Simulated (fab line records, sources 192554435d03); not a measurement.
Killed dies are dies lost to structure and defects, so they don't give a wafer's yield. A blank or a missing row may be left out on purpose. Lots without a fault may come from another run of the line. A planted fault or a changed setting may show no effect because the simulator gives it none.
fab line records | flow n5_finfet
record lots=9 wafers=27 last_day=19
route steps=1938 shown BEOL_M15@1808 PASSIVATION@1936
lots that met no fault: from a run of the same line without faults
start_h: hours from the record's first day to the start of the lot's first wafer shown | wait_h: hours since the lot's step before | " the same as in the row above | L1.1+2: a row that stands for several wafers | - no value, or no start given | * or withheld: withheld | < > ~ a bound
route shown NAME@n: a module of which the file shows steps, and the number in the route of the first | usual: mean/standard deviation of fault-free wafers | same: alike in all rows | chamber/n: place in a boat | sites: the reading at each site | _std_site: their standard deviation | _edge_site: outer sites' mean less inner sites' | radius_mm: how far each site lies from the wafer's centre | mask NAME#n: copy n | behind: the tool/chamber that last shaped the wafer | hold: why the lot was held/for how many hours/how that ended | device: the transistor (n, p or np) that didn't switch | end of line: the same wafers' tests at the end of the route | a step without rows: its recipe alone | killed: dies lost to structure and defects at the first sort, not the wafer's yield | map: a wafer's dies, x killed, . not, _ none there
set.NAME: the setting as run; set.NAME@STEP: as run at that earlier step | model.NAME: the simulator's own value behind a step, which no gauge read
steps of the route over a sample of lots; a table a step, a row a wafer
services: from which hour (start_h, from the record's first day; less than 0 if before it) a tool's chamber was out of use, for how many hours, and why
## steps
# step N5_BEOL_M15_ETCH_61
# recipe chemistry=N2/H2 target=BARC target_depth_a=890 overetch_a=267 time_s=67.9 ion_energy_ev=200 pressure_mtorr=30 source_w=840 bias_w=150 n2_flow_sccm=200 h2_flow_sccm=200
# usual bias_w=150.0/0.46 drypump_motor_current_A=6.1/0.49 oes_product_au=0.66/0.079 rf_vpp_V=523.7/2.4 showerhead_plenum_p_Torr=2.54/0.078 throttle_valve_pct=17.91/0.28
# same time_s=67.9
# columns lot.wafer tool chamber start_h wait_h bias_w drypump_motor_current_A oes_product_au rf_hours_counter_h rf_vpp_V showerhead_plenum_p_Torr throttle_valve_pct
L899.2 rie_diel-05 3 271.42 0.0 149.8 5.2 0.61 223 524.2 2.50 17.98
L899.3 " 0 " " 150.0 5.9 0.74 34 525.3 2.59 17.46
L899.5 " 2 " " 149.0 6.7 0.83 - 522.3 2.52 17.48
L898.3 rie_diel-02 2 292.29 0.0 150.1 5.8 0.58 248 523.5 2.50 18.02
L898.4 " 3 " " 150.3 6.6 0.65 144 520.1 2.44 18.23
L898.5 " 0 " " 150.3 6.5 0.61 - 523.4 2.53 18.24
L903.4 rie_diel-05 0 321.74 0.0 149.5 5.9 0.73 50 525.1 2.58 17.47
L903.5 " 3 " " 149.2 5.2 0.60 - 522.9 2.50 18.00
L903.6 " 0 " " 149.6 5.9 0.73 - 524.3 2.58 17.48
L902.3 rie_diel-05 1 329.75 0.0 149.9 5.8 0.58 247 520.2 2.41 18.33
L902.4 " 2 " " 150.1 6.8 0.77 18 522.8 2.51 17.51
L902.5 " 3 " " 149.3 5.2 0.60 - 522.3 2.50 18.00
L906.4 rie_diel-02 2 333.08 0.0 149.9 5.9 0.83 3 523.3 2.50 17.65
L906.5 " 3 " " 150.3 6.5 0.64 - 521.5 2.44 18.23
L906.6 " 0 " " 149.9 6.5 0.60 - 522.9 2.53 18.25
L913.2 rie_diel-02 3 372.85 0.0 150.8 6.5 0.64 169 520.9 2.43 18.27
L913.4 " 0 " " 151.3 6.5 0.60 207 523.3 2.52 18.27
L913.5 " 3 " " 150.0 6.5 0.64 - 519.6 2.43 18.27
L914.1 rie_diel-06 0 401.66 0.0 150.4 6.5 0.69 97 523.5 2.56 17.76
L914.2 " 3 " " 150.4 5.5 0.58 229 525.2 2.61 18.13
L914.3 " 1 " " 150.5 5.8 0.61 206 519.6 2.43 17.80
L915.1 rie_diel-05 2 417.31 0.0 149.9 6.7 0.74 39 521.7 2.50 17.55
L915.2 " 0 " " 149.8 6.0 0.68 87 523.8 2.57 17.56
L915.4 " 2 " " 149.2 6.8 0.73 - 523.1 2.50 17.56
L919.2 rie_diel-06 1 429.37 0.0 149.8 5.8 0.61 213 518.8 2.43 17.83
L919.4 " 2 " " 150.0 6.7 0.78 24 528.0 2.71 17.78
L919.6 " 2 " " 149.9 6.7 0.78 - 526.8 2.71 17.78
# step N5_BEOL_M15_TRENCH_ETCH_34
# recipe chemistry=C4F8/O2/Ar target=SiO2 target_depth_a=8729.3 he_inner_torr=15 he_outer_torr=30 time_s=199 ion_energy_ev=800 pressure_mtorr=20 source_w=1905 bias_w=2040 Ar_flow_sccm=400 C4F8_flow_sccm=16 O2_flow_sccm=12
# usual bias_w=2041/6 drypump_motor_current_A=6.1/0.49 he_outer_torr=30.00/0.059 oes_product_au=0.77/0.1 rf_vpp_V=2228/35 showerhead_plenum_p_Torr=3.43/0.11 throttle_valve_pct=30.9/0.3
# same time_s=199
# columns lot.wafer tool chamber start_h wait_h bias_w drypump_motor_current_A he_outer_torr oes_product_au rf_hours_counter_h rf_vpp_V showerhead_plenum_p_Torr throttle_valve_pct
L899.2 rie_diel-05 3 271.47 0.0 2041 5.2 30.15 0.71 223 2202 3.43 31.1
L899.3 " 0 " " 2033 6.0 30.03 0.86 34 2244 3.48 30.3
L899.5 " 2 " " 2040 6.7 30.04 0.97 - 2173 3.39 30.5
L898.3 rie_diel-02 2 292.34 0.0 2044 5.8 30.06 0.68 248 2192 3.39 30.9
L898.4 " 3 " " 2048 6.6 29.96 0.75 144 2186 3.28 31.0
L898.5 " 0 " " 2035 6.5 29.94 0.72 - 2273 3.42 31.3
L903.4 rie_diel-05 0 321.79 0.0 2036 6.0 29.92 0.83 50 2243 3.47 30.4
L903.5 " 3 " " 2054 5.2 29.95 0.69 - 2202 3.42 31.1
L903.6 " 0 " " 2052 5.9 29.94 0.84 - 2245 3.47 30.3
L902.3 rie_diel-05 1 329.80 0.0 1444 5.7 29.97 0.62 247 1753 3.27 31.2
L902.4 " 2 " " 2045 6.7 29.97 0.90 19 2172 3.38 30.6
L902.5 " 3 " " 2034 5.2 30.00 0.70 - 2199 3.42 31.1
L906.4 rie_diel-02 2 333.13 0.0 2042 5.9 29.88 0.98 3 2192 3.38 30.8
L906.5 " 3 " " 2033 6.5 30.02 0.74 - 2185 3.27 31.0
L906.6 " 0 " " 2043 6.6 30.07 0.70 - 2271 3.42 31.3
L913.2 rie_diel-02 3 372.91 0.0 2037 6.5 30.05 0.73 169 2183 3.27 31.0
L913.4 " 0 " " 2043 6.6 29.92 0.70 207 2272 3.41 31.3
L913.5 " 3 " " 2042 6.5 30.08 0.73 - 2184 3.26 31.0
L914.1 rie_diel-06 0 401.71 0.0 2040 6.4 30.03 0.82 97 2236 3.48 30.9
L914.2 " 3 " " 2045 5.6 29.96 0.69 229 2283 3.53 31.3
L914.3 " 1 " " 2037 5.8 30.00 0.71 206 2253 3.27 30.5
L915.1 rie_diel-05 2 417.36 0.0 2041 6.8 30.06 0.85 39 2171 3.37 30.6
L915.2 " 0 " " 2035 5.9 30.04 0.81 87 2242 3.45 30.4
L915.4 " 2 " " 2044 6.8 29.98 0.86 - 2171 3.37 30.6
L919.2 rie_diel-06 1 429.42 0.0 2039 5.8 30.04 0.70 213 2250 3.27 30.5
L919.4 " 2 " " 2043 6.7 29.97 0.93 24 2278 3.66 31.1
L919.6 " 2 " " 2035 6.7 30.06 0.93 - 2277 3.66 31.1
# step N5_BEOL_M15_STRIP_36
# recipe chemistry=O2 power_w=600 temp_c=60 pressure_mtorr=30 rf_frequency_hz=6e+07 bias_power_w=0 overash_fraction=0.3 o2_flow_sccm=225
# usual drypump_motor_current_A=6.0/0.52 oes_product_au=0.79/0.11 rf_vpp_V=3.6/0.97 showerhead_plenum_p_Torr=2.08/0.067 throttle_valve_pct=16.64/0.28
# columns lot.wafer tool chamber start_h wait_h drypump_motor_current_A oes_product_au rf_hours_counter_h rf_vpp_V showerhead_plenum_p_Torr throttle_valve_pct
L899.2 rie_diel-06 2 276.22 4.6 6.7 0.68 245 4.5 1.99 16.95
L899.3 " 1 " " 5.8 0.74 170 3.0 2.01 16.51
L899.5 " 2 " " 6.7 0.69 - 2.7 1.99 16.97
L898.3 rie_diel-05 2 294.13 1.6 6.7 0.94 9 3.8 2.07 16.34
L898.4 " 0 " " 5.9 0.85 43 4.3 2.13 16.24
L898.5 " 1 " " 5.7 0.67 - 3.2 1.97 16.97
L903.4 rie_diel-05 1 322.32 0.3 5.7 0.67 245 3.5 1.97 16.99
L903.5 " 3 " " 5.2 0.71 - 3.0 2.07 16.78
L903.6 " 0 " " 5.9 0.86 - 3.0 2.13 16.24
L902.3 rie_diel-06 2 331.33 1.3 6.7 0.99 4 3.2 2.25 16.57
L902.4 " 3 " " 5.5 0.69 209 2.0 2.17 16.94
L902.5 " 2 " " 6.7 1.00 - 3.0 2.25 16.56
L906.4 rie_diel-05 3 333.59 0.3 5.2 0.69 243 4.0 2.07 16.81
L906.5 " 2 " " 6.7 0.90 - 3.7 2.07 16.33
L906.6 " 1 " " 5.7 0.68 - 3.1 1.97 16.97
L913.2 rie_diel-05 3 374.16 1.1 5.2 1.00 1 4.0 2.07 16.41
L913.4 " 3 " " 5.2 1.01 - 2.6 2.07 16.38
L913.5 " 3 " " 5.2 1.01 - 2.9 2.07 16.42
L914.1 rie_diel-05 0 403.47 1.6 6.0 0.81 80 3.4 2.12 16.29
L914.2 " 3 " " 5.2 0.94 12 5.1 2.06 16.43
L914.3 " 2 " " 6.8 0.89 32 5.6 2.06 16.36
L915.1 rie_diel-05 0 417.62 0.1 5.9 0.82 87 2.8 2.12 16.32
L915.2 " 2 " " 6.8 0.88 39 2.5 2.06 16.40
L915.4 " 0 " " 5.9 0.81 - 3.5 2.12 16.31
L919.2 rie_diel-05 2 430.29 0.7 6.7 0.86 42 4.8 2.06 16.38
L919.4 " 3 " " 5.2 0.90 25 2.6 2.06 16.48
L919.6 " 3 " " 5.2 0.91 - 2.3 2.06 16.43
# step N5_BEOL_M15_DEGAS_41
# recipe ambient=vacuum temp_c=300 time_s=60
# usual heater_power_w=479/35
# same time_s=60
# columns lot.wafer tool chamber start_h wait_h heater_power_w
L899.2 pvd_sputter-02 - 276.56 0.0 570
L899.3 " - " " 434
L899.5 " - " " 558
L898.3 pvd_sputter-01 - 294.59 0.1 496
L898.4 " - " " 440
L898.5 " - " " 481
L903.4 pvd_sputter-01 - 323.02 0.4 480
L903.5 " - " " 470
L903.6 " - " " 433
L902.3 pvd_sputter-02 - 331.83 0.2 452
L902.4 " - " " 454
L902.5 " - " " 465
L906.4 pvd_sputter-01 - 334.32 0.4 485
L906.5 " - " " 465
L906.6 " - " " 452
L913.2 pvd_sputter-03 - 375.00 0.4 474
L913.4 " - " " 473
L913.5 " - " " 493
L914.1 pvd_sputter-02 - 403.99 0.2 550
L914.2 " - " " 475
L914.3 " - " " 450
L915.1 pvd_sputter-02 - 417.98 0.0 444
L915.2 " - " " 481
L915.4 " - " " 446
L919.2 pvd_sputter-03 - 430.66 0.1 468
L919.4 " - " " 456
L919.6 " - " " 479
# step N5_BEOL_M15_THK_MEAS_50
# recipe thk_meas_gauge=xrf reads=Cu_of_BEOL_M15_ECD_47
# usual M15_THK=850/26
# columns lot.wafer tool chamber start_h wait_h M15_THK[nm]
L899.2 film_metro-02 - 277.75 - 827
L899.3 " - " " 837
L899.5 " - " " 847
L898.3 film_metro-02 - 296.33 - 867
L898.4 " - " " 836
L898.5 " - " " 861
L903.4 film_metro-01 - 324.22 - 840
L903.5 " - " " 839
L903.6 " - " " 846
L902.3 film_metro-01 - 333.02 - 748
L902.4 " - " " 874
L902.5 " - " " 862
L906.4 film_metro-02 - 335.51 - 882
L906.5 " - " " 825
L906.6 " - " " 851
L913.2 film_metro-01 - 376.65 - 836
L913.4 " - " " 860
L913.5 " - " " 838
L914.1 film_metro-01 - 405.25 - 876
L914.2 " - " " 875
L914.3 " - " " 841
L915.1 film_metro-01 - 419.48 - 862
L915.2 " - " " 869
L915.4 " - " " 870
L919.2 film_metro-01 - 432.75 - 827
L919.4 " - " " 887
L919.6 " - " " 903
# step N5_BEOL_M15_RS_MEAS_54
# recipe thk_meas_gauge=four-point-probe reads=Cu_of_BEOL_M15_ECD_47+Ta_of_BEOL_M15_SPUTTER_44+TaN_of_BEOL_M15_SPUTTER_43
# usual M15_RS=0.0217/0.00064
# columns lot.wafer tool chamber start_h wait_h M15_RS[ohm/sq]
L899.2 film_metro-01 - 277.91 0.1 0.0219
L899.3 " - " " 0.0217
L899.5 " - " " 0.0214
L898.3 film_metro-02 - 296.46 0.1 0.0214
L898.4 " - " " 0.0222
L898.5 " - " " 0.0215
L903.4 film_metro-02 - 324.35 0.0 0.0220
L903.5 " - " " 0.0221
L903.6 " - " " 0.0220
L902.3 film_metro-01 - 333.15 0.1 0.0250
L902.4 " - " " 0.0213
L902.5 " - " " 0.0217
L906.4 film_metro-02 - 335.64 0.0 0.0208
L906.5 " - " " 0.0221
L906.6 " - " " 0.0217
L913.2 film_metro-01 - 376.77 0.1 0.0221
L913.4 " - " " 0.0215
L913.5 " - " " 0.0222
L914.1 film_metro-02 - 405.38 0.0 0.0212
L914.2 " - " " 0.0214
L914.3 " - " " 0.0222
L915.1 film_metro-02 - 419.61 0.0 0.0216
L915.2 " - " " 0.0214
L915.4 " - " " 0.0214
L919.2 film_metro-01 - 432.88 0.1 0.0225
L919.4 " - " " 0.0208
L919.6 " - " " 0.0206
# step N5_PASSIVATION_PROBE_49
# usual defect_limited_yield=91.3/1.4 killed_at_M0_to_M3=33/11 killed_at_M4_up=15/6.2 killed_at_contacts=13/6.5 killed_at_front_end=38/11 killed_at_other=3.4/2.6 killed_dies=102/17 killed_open=67/12 killed_short=34/7.9 sort_bin_4_leakage=0.00/0.022 sort_bin_5_function=5.1/0.88 sort_bin_6_memory=3.3/0.65 sort_n_pass=1078/17 sort_yield_pct=91.3/1.4
# same gross_dies=1180 killed_at_back_side=0 sort_bin_8_speed[%]=0
# columns lot.wafer tool chamber start_h wait_h defect_limited_yield[%] killed_at_M0_to_M3 killed_at_M4_up killed_at_contacts killed_at_front_end killed_at_other killed_dies killed_open killed_short sort_bin_4_leakage[%] sort_bin_5_function[%] sort_bin_6_memory[%] sort_n_pass sort_yield_pct[%]
L906.4 prober-02 - 351.51 0.2 93.1 33 10 3 34 1 81 48 32 0 3.8 2.7 1099 93.1
L906.6 prober-02 - 351.61 0.3 91.0 37 16 8 41 4 106 62 43 0 5.3 3.4 1074 91.0
L919.2 prober-01 - 449.98 0.1 90.9 34 16 8 43 6 107 74 33 0 5.1 3.8 1073 90.9
L919.4 prober-01 - 450.08 0.2 91.0 42 14 18 29 3 106 72 34 0 4.7 4.1 1074 91.0
L919.6 prober-01 - 450.18 0.3 90.7 32 25 5 39 9 110 67 43 0 6.0 3.1 1070 90.7
# killed by level:class
L906.4 BEOL_M0_SAQP:geometric_particle:open=11 BEOL_M0_SAQP:geometric_particle:short=9 DUMMY_GATE:geometric_particle:open=6 GATE_CUT:geometric_particle:short=5 BEOL_M4:geometric_particle:open=5 FIN_SAQP:geometric_particle:open=4 BEOL_M3:geometric_particle:open=4 FIN_SAQP:geometric_particle:short=3
L906.6 BEOL_M0_SAQP:geometric_particle:short=11 ILD0:geometric_particle:short=10 BEOL_M4:geometric_particle:open=10 BEOL_M0_SAQP:geometric_particle:open=9 FIN_SAQP:geometric_particle:open=7 MOL_CONTACT_COAG:geometric_particle:open=7 ILD0:geometric_particle:open=4 GATE_CUT:geometric_particle:short=4
L919.2 FIN_SAQP:geometric_particle:short=11 BEOL_M2:geometric_particle:open=11 FIN_SAQP:geometric_particle:open=9 MOL_CONTACT_COAG:geometric_particle:open=7 BEOL_M4:geometric_particle:open=7 STI_FIN_REVEAL:geometric_particle:open=5 BEOL_M3:geometric_particle:open=5 BEOL_M1:geometric_particle:open=5
L919.4 MOL_CONTACT_COAG:geometric_particle:open=14 BEOL_M3:geometric_particle:open=13 DUMMY_GATE:geometric_particle:open=9 BEOL_M2:geometric_particle:open=7 BEOL_M1:geometric_particle:open=5 FIN_SAQP:geometric_particle:short=4 GATE_CUT:geometric_particle:short=4 MOL_CONTACT_COAG:geometric_particle:short=4
L919.6 DUMMY_GATE:geometric_particle:open=9 FIN_SAQP:geometric_particle:short=8 BEOL_M4:geometric_particle:open=8 BEOL_M2:geometric_particle:open=8 FIN_SAQP:geometric_particle:open=7 BEOL_M2:geometric_particle:short=6 GATE_CUT:geometric_particle:short=5 MOL_CONTACT_COAG:geometric_particle:open=5
## services
# columns tool chamber start_h hours kind
rie_diel-05 2 250.56 - clean
rie_diel-05 2 250.56 - consumable_replace:focus_ring
rie_diel-05 2 250.56 17.4 scheduled_down
rie_diel-05 2 250.56 17.4 vent_cycle
rie_diel-02 2 299.96 - clean
rie_diel-02 2 299.96 - consumable_replace:focus_ring
rie_diel-02 2 299.96 22.6 scheduled_down
rie_diel-02 2 299.96 22.6 vent_cycle
rie_diel-06 2 304.96 - clean
rie_diel-06 2 304.96 - consumable_replace:focus_ring
rie_diel-06 2 304.96 - consumable_replace:showerhead
rie_diel-06 1 319.92 6.7 repair
rie_diel-06 3 357.07 4.4 repair
rie_diel-05 3 357.31 - clean
rie_diel-05 3 357.31 - consumable_replace:focus_ring
rie_diel-05 3 357.31 14.6 scheduled_down
rie_diel-05 3 357.31 14.6 vent_cycle
rie_diel-05 2 361.93 29.1 repair
pvd_sputter-01 - 370.77 4.7 repair
rie_diel-05 1 391.05 - clean
rie_diel-05 1 391.05 - consumable_replace:focus_ring
rie_diel-05 1 391.05 - consumable_replace:showerhead
rie_diel-05 1 391.05 27.9 scheduled_down
rie_diel-05 1 391.05 27.9 vent_cycle
## key
first_sign step=N5_BEOL_M15_TRENCH_ETCH_34 reading=bias_w direction=down sigmas=99+ usual=* struck=*
effect step=N5_BEOL_M15_TRENCH_ETCH_34 reading=rf_vpp_V direction=down sigmas=13 usual=2228 struck=1753
effect step=N5_BEOL_M15_THK_MEAS_50 reading=M15_THK direction=down sigmas=3.9 usual=850 struck=748
effect step=N5_BEOL_M15_RS_MEAS_54 reading=M15_RS direction=up sigmas=5.1 usual=0.0217 struck=0.0250
met_at N5_BEOL_M15_TRENCH_ETCH_34
struck_lots L902
struck_wafers L902.3
not_acting_at N5_BEOL_M15_ETCH_61,N5_BEOL_M15_STRIP_36,N5_BEOL_M15_DEGAS_41
fault kind=process_parameter_drift tool=rie_diel-05 chamber=1 onset_h=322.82 steps=N5_BEOL_M15_TRENCH_ETCH_34 channel=bias_w offset=* shape=step end_h=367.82 acts_in=* stated=*
